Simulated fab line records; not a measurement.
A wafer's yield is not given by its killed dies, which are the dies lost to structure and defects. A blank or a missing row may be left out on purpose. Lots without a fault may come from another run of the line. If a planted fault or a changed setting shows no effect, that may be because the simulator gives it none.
fab line records	flow n5_finfet
record lots=9	wafers=26	last_day=18
route steps=1938 shown FIN_CUT@169 TV_OPEN@1890 PASSIVATION@1911
lots that met no fault: taken from a fault-free run of the same line
start_h: the number of hours between the record's first day and the start of the first shown wafer of the lot	wait_h: how many hours have passed since the lot's step before this one	" the same as in the row above	L1.1+2: one row covering several wafers at once	- no value present, or no start provided	* or withheld: withheld	< > ~ a bound
route shown NAME@n: names a module that has steps shown in the file, with the first one's number in the route	usual: mean/standard deviation taken from wafers without a fault	same: alike in all rows	chamber/n: place in a boat	sites: readings site by site	_std_site: their standard deviation	_edge_site: inner sites' mean taken away from outer sites' mean	radius_mm: how far each site lies from the wafer's centre	mask NAME#n: copy n	behind: the last tool/chamber to shape the wafer	hold: what put the lot on hold/how long, in hours/how the hold closed	device: which transistor (n, p or np) failed to switch	end of line: tests run on the same wafers once the route is complete	a step given without rows: its recipe and nothing more	killed: at the first sort, the dies lost to defects and structure; wafer yield is something else	map: a wafer's dies, marking killed ones x, the rest . and places with no die _
set.NAME: the setting the step ran with; set.NAME@STEP: the setting that earlier step ran with	model.NAME: the simulator's own value behind a step, which no gauge read
steps of the route over a sample of lots; a table a step, a row a wafer
services: when a tool's chamber went out of use (start_h, in hours from the record's first day, below 0 if earlier), for how many hours, and the reason
## steps
# step N5_FIN_CUT_ETCH_21
# recipe chemistry=N2/H2	target=SOC	target_depth_a=2190	overetch_a=438	mask_material=SiARC	temp_c=40	ion_energy_ev=100	bias_w=61	time_s=523.5	pressure_mtorr=30	source_w=850	n2_flow_sccm=200	h2_flow_sccm=200
# usual chamber_pressure_mTorr=29.998/0.027	drypump_motor_current_A=5.7/0.39	oes_product_au=0.71/0.07	rf_fwd_power_W=848.6/2.5	rf_vpp_V=240.8/1.3	showerhead_plenum_p_Torr=2.55/0.081	throttle_valve_pct=17.78/0.21
lot.wafer	tool	chamber	start_h	wait_h	chamber_pressure_mTorr	drypump_motor_current_A	oes_product_au	rf_fwd_power_W	rf_hours_counter_h	rf_vpp_V	showerhead_plenum_p_Torr	throttle_valve_pct
L748.3	rie_diel-01	0	39.25	0.0	30.008	5.4	0.78	849.0	43	241.2	2.57	17.80
L748.4	"	2	"	"	29.983	5.6	0.70	853.5	-	241.0	2.56	17.72
L748.5	"	3	"	"	30.023	5.9	0.80	846.7	-	242.5	2.66	17.50
L750.1	rie_diel-02	1	50.54	0.0	30.006	5.2	0.73	848.6	120	239.3	2.46	17.52
L750.3	"	3	"	"	30.049	6.4	0.65	849.3	182	239.2	2.51	17.73
L750.6	"	1	"	"	29.988	5.2	0.73	849.5	-	240.0	2.46	17.52
L752.1	rie_diel-02	3	64.72	0.0	30.040	6.4	0.64	845.6	187	240.8	2.51	17.75
L752.4	"	1	"	"	29.999	5.2	0.72	850.3	125	239.3	2.46	17.50
L752.5	"	3	"	"	30.029	6.4	0.65	846.0	-	241.1	2.51	17.76
L753.1	rie_diel-02	0	69.05	0.0	29.981	5.9	0.66	849.7	197	238.0	2.41	18.13
L753.3	"	1	"	"	30.028	5.1	0.73	850.9	126	239.0	2.46	17.52
L753.5	"	1	"	"	29.996	5.2	0.72	853.0	-	239.8	2.46	17.52
L754.1	rie_diel-06	2	74.71	0.0	30.002	5.2	0.68	848.9	158	241.5	2.66	18.07
L754.2	"	1	"	"	29.985	5.5	0.64	846.9	206	239.6	2.54	17.81
L754.3	"	3	"	"	30.006	5.5	0.88	844.8	2	242.4	2.58	17.41
L755.2	rie_diel-02	2	83.21	0.0	29.954	5.8	0.68	849.9	161	242.3	2.66	17.97
L755.3	"	3	"	"	30.036	6.4	0.65	853.6	192	240.2	2.51	17.75
L755.5	"	3	"	"	29.980	6.4	0.65	848.0	-	239.7	2.51	17.77
L762.2	rie_diel-02	1	127.09	0.0	29.977	5.2	0.71	851.1	143	239.5	2.45	17.55
L762.4	"	3	"	"	29.978	6.4	0.63	846.1	206	240.6	2.50	17.80
L766.1	rie_diel-02	2	148.68	0.0	29.939	5.8	0.68	848.7	180	243.0	2.65	18.00
L766.2	"	1	"	"	29.983	5.2	0.70	853.4	150	238.1	2.45	17.57
L766.6	"	1	"	"	29.995	5.2	0.70	849.4	-	240.9	2.45	17.57
L769.2	rie_diel-01	1	164.79	0.0	30.025	6.4	0.82	848.0	31	240.1	2.48	17.55
L769.4	"	0	"	"	29.968	5.4	0.75	849.4	82	240.6	2.55	17.87
L769.6	"	2	"	"	29.983	5.6	0.67	847.0	-	240.6	2.54	17.79
# step N5_PASSIVATION_ETCH_15
# recipe chemistry=CF4/N2	target=SiCN	target_depth_a=750	taper_deg=2	time_s=81.2	ion_energy_ev=150	mask_material=SiNx	pressure_mtorr=40	source_w=430	bias_w=70	Ar_flow_sccm=100	cf4_flow_sccm=60	n2_flow_sccm=60
# usual chamber_pressure_mTorr=40.00/0.04	drypump_motor_current_A=5.7/0.39	oes_product_au=0.79/0.09	rf_fwd_power_W=427.9/1.5	rf_vpp_V=382.4/2	showerhead_plenum_p_Torr=2.20/0.074	throttle_valve_pct=15.40/0.22
lot.wafer	tool	chamber	start_h	wait_h	chamber_pressure_mTorr	drypump_motor_current_A	oes_product_au	rf_fwd_power_W	rf_hours_counter_h	rf_vpp_V	showerhead_plenum_p_Torr	throttle_valve_pct
L748.3	rie_diel-02	0	-	-	40.07	5.9	0.96	426.4	11	386.2	2.34	15.56
L748.4	"	0	"	"	39.98	5.9	0.96	427.7	-	385.6	2.34	15.56
L748.5	"	1	"	"	40.04	5.2	0.73	429.9	-	379.2	2.10	15.24
L750.1	rie_diel-02	2	-	-	39.93	5.7	0.69	429.9	231	385.1	2.26	15.66
L750.3	"	3	"	"	39.94	6.4	0.95	427.7	2	381.5	2.16	15.12
L750.6	"	1	"	"	40.04	5.2	0.72	427.9	-	380.1	2.10	15.23
L753.1	rie_diel-06	3	-	-	40.09	5.5	0.83	426.6	77	380.3	2.22	15.22
L753.3	"	1	"	"	39.91	5.5	0.93	427.5	19	380.1	2.17	15.05
L753.5	"	3	"	"	40.00	5.5	0.84	425.2	-	381.0	2.22	15.22
L752.1	rie_diel-02	1	-	-	39.97	5.2	0.72	429.0	207	380.5	2.10	15.25
L752.4	"	3	"	"	40.07	6.4	0.91	425.3	9	380.4	2.16	15.12
L752.5	"	0	"	"	40.03	5.9	0.92	428.6	-	385.0	2.34	15.55
L755.2	rie_diel-06	0	-	-	40.07	5.9	0.88	430.0	37	380.8	2.15	15.17
L755.3	"	2	"	"	39.97	5.2	0.68	426.0	236	384.6	2.28	15.82
L755.5	"	0	"	"	39.97	5.9	0.88	429.5	-	382.1	2.15	15.17
L754.1	rie_diel-02	1	-	-	39.95	5.1	0.72	427.1	210	379.7	2.10	15.26
L754.2	"	3	"	"	40.01	6.4	0.92	428.8	11	380.2	2.16	15.12
L754.3	"	0	"	"	40.00	5.9	0.91	427.4	25	385.0	2.34	15.58
L762.2	rie_diel-01	0	-	-	40.01	5.4	0.74	429.4	134	381.4	2.21	15.75
L762.4	"	2	"	"	39.99	5.6	0.70	430.5	228	381.4	2.19	15.37
L766.1	rie_diel-01	2	-	-	40.01	5.6	0.69	427.6	241	381.6	2.18	15.42
L766.2	"	1	"	"	39.99	6.4	0.80	427.4	95	381.2	2.14	15.36
L766.6	"	2	"	"	40.02	5.6	0.70	429.2	-	380.0	2.18	15.40
L769.2	rie_diel-01	1	-	-	39.98	6.4	0.78	427.4	100	380.6	2.14	15.37
L769.4	"	0	"	"	40.00	5.4	0.74	429.7	154	381.4	2.20	15.80
L769.6	"	1	"	"	40.00	6.4	0.78	425.9	-	382.1	2.14	15.35
# step N5_PASSIVATION_STRIP_34
# recipe chemistry=O2	power_w=600	temp_c=60	pressure_mtorr=30	rf_frequency_hz=6e+07	bias_power_w=0	overash_fraction=2	o2_flow_sccm=225
# usual chamber_pressure_mTorr=30.00/0.079	drypump_motor_current_A=5.8/0.39	oes_product_au=0.83/0.078	rf_vpp_V=3.7/1.4	showerhead_plenum_p_Torr=2.13/0.064	throttle_valve_pct=16.56/0.26
lot.wafer	tool	chamber	start_h	wait_h	chamber_pressure_mTorr	drypump_motor_current_A	oes_product_au	rf_hours_counter_h	rf_vpp_V	showerhead_plenum_p_Torr	throttle_valve_pct
L748.3	rie_diel-04	3	283.25	0.1	29.97	5.6	0.87	28	6.8	2.16	16.61
L748.4	"	1	"	"	29.99	6.1	0.81	100	2.8	2.10	16.52
L748.5	"	1	"	"	30.13	6.1	0.81	-	3.5	2.10	16.45
L750.1	rie_diel-03	1	296.81	0.1	30.00	5.8	0.81	82	4.8	2.11	16.72
L750.3	"	3	"	"	29.99	5.5	0.84	60	5.3	2.06	16.75
L750.6	"	1	"	"	29.96	5.8	0.78	-	5.2	2.11	16.70
L753.1	rie_diel-05	0	309.00	0.1	29.89	6.6	0.75	153	4.4	2.18	16.80
L753.3	"	2	"	"	30.06	5.1	0.81	66	1.9	2.19	16.18
L753.5	"	0	"	"	30.02	6.6	0.78	-	6.7	2.18	16.73
L752.1	rie_diel-05	0	313.80	0.1	29.87	6.6	0.76	155	4.8	2.17	16.78
L752.4	"	0	"	"	29.99	6.6	0.76	-	2.7	2.17	16.75
L752.5	"	2	"	"	30.05	5.1	0.84	-	3.1	2.19	16.21
L755.2	rie_diel-05	0	314.68	0.1	30.03	6.6	0.75	156	3.7	2.17	16.73
L755.3	"	2	"	"	30.04	5.1	0.83	67	2.1	2.19	16.19
L755.5	"	3	"	"	30.16	5.7	0.97	-	2.3	2.08	16.39
L754.1	rie_diel-04	3	325.70	0.1	29.92	5.7	0.89	43	3.2	2.15	16.59
L754.2	"	0	"	"	29.98	6.4	0.88	37	2.6	2.13	16.90
L754.3	"	1	"	"	29.91	6.1	0.80	115	3.4	2.10	16.45
L762.2	rie_diel-04	3	376.32	0.1	30.02	5.7	0.85	60	4.2	2.14	16.66
L762.4	"	1	"	"	29.91	6.1	0.78	-	2.1	2.09	16.50
L766.1	rie_diel-05	2	420.05	0.1	29.97	5.1	0.79	101	2.2	2.18	16.27
L766.2	"	0	"	"	30.02	6.6	0.71	192	4.2	2.16	16.82
L766.6	"	2	"	"	29.84	5.1	0.80	-	3.1	2.18	16.32
L769.2	rie_diel-04	2	434.76	0.1	29.89	5.5	0.92	19	6.6	2.26	16.48
L769.4	"	3	"	"	30.12	5.7	0.81	81	4.6	2.14	16.70
L769.6	"	3	"	"	29.95	5.7	0.82	-	5.9	2.14	16.66
# step N5_PASSIVATION_STRIP_48
# recipe chemistry=O2	power_w=600	temp_c=60	pressure_mtorr=30	rf_frequency_hz=6e+07	bias_power_w=0	overash_fraction=0.5	o2_flow_sccm=225
# usual chamber_pressure_mTorr=30.00/0.14	drypump_motor_current_A=5.8/0.43	oes_product_au=0.84/0.07	rf_vpp_V=4.1/2.7	showerhead_plenum_p_Torr=2.13/0.061	throttle_valve_pct=16.56/0.26
lot.wafer	tool	chamber	start_h	wait_h	chamber_pressure_mTorr	drypump_motor_current_A	oes_product_au	rf_hours_counter_h	rf_vpp_V	showerhead_plenum_p_Torr	throttle_valve_pct
L748.3	rie_diel-04	1	285.10	0.1	29.74	6.1	0.82	101	1.0	2.10	16.46
L748.4	"	0	"	"	29.77	6.4	0.91	22	3.4	2.14	16.92
L748.5	"	3	"	"	30.06	5.6	0.89	-	6.0	2.15	16.58
L750.1	rie_diel-03	0	298.50	0.1	30.22	5.8	0.93	9	7.1	2.16	16.14
L750.3	"	3	"	"	30.03	5.5	0.87	61	2.9	2.06	16.83
L750.6	"	1	"	"	30.03	5.8	0.79	-	4.4	2.11	16.73
L753.1	rie_diel-04	2	310.91	0.1	29.72	5.5	0.70	231	2.9	2.01	16.82
L753.3	"	1	"	"	29.84	6.1	0.81	110	8.2	2.10	16.47
L753.5	"	0	"	"	29.84	6.3	0.92	-	0.7	2.14	16.87
L752.1	rie_diel-05	2	315.56	0.1	30.08	5.1	0.82	68	3.2	2.19	16.17
L752.4	"	0	"	"	30.03	6.6	0.76	-	4.4	2.18	16.74
L752.5	"	2	"	"	30.01	5.1	0.81	-	2.0	2.19	16.18
L755.2	rie_diel-05	0	316.36	0.1	30.18	6.6	0.75	157	4.9	2.18	16.83
L755.3	"	2	"	"	30.10	5.1	0.83	68	5.0	2.19	16.27
L755.5	"	3	"	"	30.02	5.7	0.90	-	5.2	2.08	16.43
L754.1	rie_diel-05	2	327.51	0.1	30.02	5.1	0.80	72	2.4	2.19	16.23
L754.2	"	3	"	"	30.17	5.6	0.95	7	5.5	2.08	16.43
L754.3	"	0	"	"	30.13	6.6	0.77	161	8.3	2.18	16.87
L762.2	rie_diel-04	1	378.16	0.1	30.14	6.1	0.80	132	0	2.09	16.56
L762.4	"	0	"	"	29.99	6.3	0.88	-	6.6	2.13	16.91
L766.1	rie_diel-05	0	421.89	0.1	30.13	6.7	0.78	193	2.0	2.16	16.82
L766.2	"	2	"	"	30.26	5.1	0.78	102	5.5	2.18	16.29
L766.6	"	1	"	"	30.05	5.6	0.91	-	5.4	2.21	16.34
L769.2	rie_diel-04	0	436.48	0.1	29.85	6.4	0.86	73	7.3	2.12	16.91
L769.4	"	3	"	"	30.04	5.7	0.81	82	5.1	2.14	16.67
L769.6	"	1	"	"	30.22	6.1	0.75	-	2.4	2.08	16.52
# step N5_PASSIVATION_PROBE_49
# usual defect_limited_yield=91.4/1.5	killed_at_M0_to_M3=35/11	killed_at_M4_up=16/7	killed_at_contacts=11/5.3	killed_at_front_end=37/11	killed_at_other=3.1/2.8	killed_dies=102/18	killed_on_rim=13/3.7	killed_open=69/15	killed_short=31/7.8	sort_bin_5_function=5.1/1.1	sort_bin_6_memory=3.2/0.69	sort_n_pass=1078/18	sort_yield_pct=91.4/1.5
# same gross_dies=1180	killed_at_back_side=0	sort_bin_4_leakage[%]=0	sort_bin_8_speed[%]=0
lot.wafer	tool	chamber	start_h	wait_h	defect_limited_yield[%]	killed_at_M0_to_M3	killed_at_M4_up	killed_at_contacts	killed_at_front_end	killed_at_other	killed_dies	killed_on_rim	killed_open	killed_short	sort_bin_5_function[%]	sort_bin_6_memory[%]	sort_n_pass	sort_yield_pct[%]
L754.1	prober-01	-	330.00	0.0	91.6	28	15	24	24	8	99	12	75	20	4.7	3.6	1081	91.6
L754.2	prober-01	-	330.05	0.1	91.4	38	12	19	28	5	102	12	75	26	5.2	3.5	1078	91.4
L754.3	prober-01	-	330.10	0.1	91.9	29	21	11	32	3	96	18	59	30	4.5	3.4	1084	91.9
L762.2	prober-02	-	380.70	0.1	88.5	27	11	3	92	3	136	48	52	29	4.2	2.5	1044	88.5
L762.4	prober-02	-	380.80	0.2	91.5	34	21	1	41	3	100	21	69	30	5.4	2.9	1080	91.5
L766.1	prober-02	-	424.38	0.0	88.6	30	21	9	74	0	134	14	54	24	4.0	2.5	1046	88.6
L766.2	prober-02	-	424.43	0.1	86.0	39	17	12	96	1	165	42	84	20	5.9	3.0	1015	86.0
L766.6	prober-02	-	424.63	0.3	92.5	21	17	6	42	3	89	11	61	28	4.7	2.8	1091	92.5
# killed by level:class
L754.1 MOL_CONTACT_COAG:geometric_particle:open=18 BEOL_M2:geometric_particle:open=14 BEOL_M4:geometric_particle:open=12 BEOL_M3:geometric_particle:open=7 MOL_CONTACT_COAG:geometric_particle:short=6 FIN_SAQP:geometric_particle:open=5 STI_FIN_REVEAL:geometric_particle:open=4 STARTING-WAFER:geometric_particle:open=4
L754.2 MOL_CONTACT_COAG:geometric_particle:open=12 BEOL_M2:geometric_particle:open=12 STI_FIN_REVEAL:geometric_particle:open=11 MOL_CONTACT_COAG:geometric_particle:short=7 BEOL_M1:geometric_particle:open=7 BEOL_M0_SAQP:geometric_particle:short=6 GATE_CUT:geometric_particle:open=5 BEOL_M4:geometric_particle:open=5
L754.3 BEOL_M2:geometric_particle:open=10 BEOL_M4:geometric_particle:open=8 MOL_CONTACT_COAG:geometric_particle:open=6 MOL_CONTACT_COAG:geometric_particle:short=5 BEOL_M1:geometric_particle:open=4 STARTING-WAFER:geometric_particle:open=4 DUMMY_GATE:geometric_particle:open=3 GATE_CUT:geometric_particle:short=3
L762.2 FIN_CUT:area_etch=55 FIN_SAQP:geometric_particle:open=12 FIN_SAQP:geometric_particle:short=7 BEOL_M3:geometric_particle:open=6 BEOL_M1:geometric_particle:open=5 BEOL_M2:geometric_particle:open=5 BEOL_M4:geometric_particle:open=5 SPACER0:geometric_particle:short=4
L762.4 FIN_SAQP:geometric_particle:open=17 BEOL_M4:geometric_particle:open=11 STI_FIN_REVEAL:geometric_particle:open=7 FIN_SAQP:geometric_particle:short=6 BEOL_M2:geometric_particle:short=6 BEOL_M2:geometric_particle:open=6 BEOL_M3:geometric_particle:open=6 BEOL_M1:geometric_particle:open=5
L766.1 FIN_CUT:area_etch=54 MOL_CONTACT_COAG:geometric_particle:open=8 BEOL_M0_SAQP:geometric_particle:open=7 BEOL_M0_SAQP:geometric_particle:short=6 BEOL_M1:geometric_particle:open=6 BEOL_M4:geometric_particle:open=6 FIN_SAQP:geometric_particle:open=4 DUMMY_GATE:geometric_particle:open=4
L766.2 FIN_CUT:area_etch=58 BEOL_M3:geometric_particle:open=15 FIN_SAQP:geometric_particle:open=11 MOL_CONTACT_COAG:geometric_particle:open=11 DUMMY_GATE:geometric_particle:open=7 BEOL_M4:geometric_particle:open=7 BEOL_M1:geometric_particle:open=7 BEOL_M0_SAQP:geometric_particle:open=6
L766.6 STI_FIN_REVEAL:geometric_particle:open=11 FIN_SAQP:geometric_particle:open=9 GATE_CUT:geometric_particle:short=7 MOL_CONTACT_COAG:geometric_particle:open=5 BEOL_M2:geometric_particle:open=5 BEOL_M5:geometric_particle:open=4 BEOL_M0_SAQP:geometric_particle:open=4 BEOL_M1:geometric_particle:open=4
## services
tool	chamber	start_h	hours	kind
rie_diel-02	1	30.25	1.6	repair
rie_diel-04	2	32.91	5.1	repair
rie_diel-05	-	34.27	1.2	repair
rie_diel-02	0	35.62	16.3	repair
rie_diel-04	2	53.58	6.0	repair
rie_diel-05	2	91.55	11.1	repair
rie_diel-01	1	107.72	3.6	repair
rie_diel-04	2	122.02	1.8	repair
rie_diel-01	-	165.45	15.6	pm
rie_diel-05	0	166.50	3.8	repair
rie_diel-05	3	168.28	4.5	repair
rie_diel-04	3	251.44	4.5	repair
rie_diel-05	3	256.33	3.1	repair
rie_diel-04	1	270.31	3.5	repair
rie_diel-05	2	309.40	3.4	repair
rie_diel-05	3	320.86	5.4	repair
rie_diel-02	3	337.71	39.6	repair
rie_diel-04	0	355.13	2.6	repair
rie_diel-02	2	370.56	11.4	repair
rie_diel-02	0	374.23	10.2	repair
rie_diel-05	1	376.36	4.9	repair
rie_diel-04	0	406.67	2.9	repair
rie_diel-05	3	417.28	12.7	repair
rie_diel-04	-	426.75	0.5	repair
## key
first_sign step=N5_PASSIVATION_PROBE_49	reading=killed_at_front_end	direction=up	sigmas=4.6	usual=37	struck=87
effect step=N5_PASSIVATION_PROBE_49	reading=killed_dies	direction=up	sigmas=2.4	usual=102	struck=145
more_kills_born_at N5_FIN_CUT_ETCH_21@rie_diel-02=167
met_at N5_FIN_CUT_ETCH_21
struck_lots L762,L766
struck_wafers L762.2,L766.1,L766.2
not_acting_at N5_PASSIVATION_ETCH_15,N5_PASSIVATION_STRIP_34,N5_PASSIVATION_STRIP_48
onset_between 83.21 127.09
fault kind=process_parameter_drift	tool=rie_diel-02	chamber=-	onset_h=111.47	steps=N5_FIN_CUT_ETCH_21	channel=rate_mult	offset=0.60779	shape=step	end_h=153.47	scope=struck_wafers_only
